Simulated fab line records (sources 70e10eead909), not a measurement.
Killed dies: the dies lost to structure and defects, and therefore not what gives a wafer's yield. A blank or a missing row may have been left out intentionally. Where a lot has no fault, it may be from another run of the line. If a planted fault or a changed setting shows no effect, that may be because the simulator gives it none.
Check for tools in common	flow nandHarc	2 lots and 6 wafers in the sample

## WHY IT WAS OPENED
Flagged at NHARC_END_SORT_01: reading killedAtArray, on 2 of 2 lots. Fault-free wafers read 64, with a standard deviation of 16.
Rule: flag the lot when none of its wafers has a number, or when each of its wafers that has one lies beyond 4 standard deviations from that mean. As for the other lots, they are considered sound.

lot	measured	on	killedAtArray, wafer by wafer	flag
L524	day 30 12:36	prober-02	587 601 576	FLAGGED
L525	day 31 05:57	prober-01	521 583 570	FLAGGED
Average over the flagged lots: 573; offset from the usual +509, equal to +32 standard deviations.

## LOT BY LOT: THE TOOL USED
The record holds 4 process steps before the reading, out of a route of 1302 steps. Every cell lists first the tool, next ch and the chambers used by the sampled wafers, and last the start.
lot	flag	NHARC_A_STAIRCASE_TRIM_26	NHARC_A_STAIRCASE_ETCH_188	NHARC_A_STAIRCASE_TRIM_189	NHARC_A_STAIRCASE_ETCH_199
L524	FLAGGED	rieDiel-11 ch 0,1,2, day 21 16:52 or earlier	rieDiel-04 ch 0,1,3, day 21 16:52 or earlier	rieDiel-04 ch 0,1,3, day 21 16:52 or earlier	rieDiel-05 ch 2,3, day 21 16:52
L525	FLAGGED	rieDiel-04 ch 2,3, day 22 17:34 or earlier	rieDiel-05 ch 0,1,3, day 22 17:34 or earlier	rieDiel-05 ch 0,1,3, day 22 17:34 or earlier	rieDiel-05 ch 0,1, day 22 17:34
What these steps do:
- NHARC_A_STAIRCASE_TRIM_26: chemistry O2, time 211.2 s.
- NHARC_A_STAIRCASE_ETCH_188: etches the open film in C4F8/O2, target depth 100 nm, time 40.5 s.
- NHARC_A_STAIRCASE_TRIM_189: chemistry O2, time 211.2 s.
- NHARC_A_STAIRCASE_ETCH_199: etches the open film in C4F8/O2, target depth 100 nm, time 40.5 s.
- NHARC_END_SORT_01

## FLAGGED OVER TOTAL, TOOL BY TOOL (the gauges that took the reading come last)
step	tool	lots run	flagged	share of the flagged lots	sound lots run after its first flagged lot
NHARC_A_STAIRCASE_TRIM_26	rieDiel-04	1	1	some	0
NHARC_A_STAIRCASE_TRIM_26	rieDiel-11	1	1	some	0
NHARC_A_STAIRCASE_ETCH_188	rieDiel-04	1	1	some	0
NHARC_A_STAIRCASE_ETCH_188	rieDiel-05	1	1	some	0
NHARC_A_STAIRCASE_TRIM_189	rieDiel-04	1	1	some	0
NHARC_A_STAIRCASE_TRIM_189	rieDiel-05	1	1	some	0
NHARC_A_STAIRCASE_ETCH_199	rieDiel-05	2	2	all	0
NHARC_END_SORT_01	prober-01	1	1	some	0
NHARC_END_SORT_01	prober-02	1	1	some	0
NHARC_A_STAIRCASE_TRIM_26: start missing for some lots; hours and lot order therefore follow NHARC_A_STAIRCASE_ETCH_199. NHARC_A_STAIRCASE_ETCH_188: start missing for some lots; hours and lot order therefore follow NHARC_A_STAIRCASE_ETCH_199. NHARC_A_STAIRCASE_TRIM_189: start missing for some lots; hours and lot order therefore follow NHARC_A_STAIRCASE_ETCH_199.

## WHAT IS ALLOWED BY THE TABLE
All flagged lots share 1 row of the table, namely rieDiel-05 at NHARC_A_STAIRCASE_ETCH_199.
- rieDiel-05 at NHARC_A_STAIRCASE_ETCH_199: 2 of its 2 lots flagged. It ran no sound lot before its first flagged lot in this sample, so the start can't be narrowed down. Its own readings (runLengthS) fall more than 4 standard deviations out on all wafers of the flagged lots.
Just one tool remains: rieDiel-05 at NHARC_A_STAIRCASE_ETCH_199.

## WHAT THE SIMULATOR HAD PUT IN
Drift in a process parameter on rieDiel-05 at NHARC_A_STAIRCASE_ETCH_199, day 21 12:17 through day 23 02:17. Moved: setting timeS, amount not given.
Struck lots among those shown: L524, L525. The rule above reached the same finding.
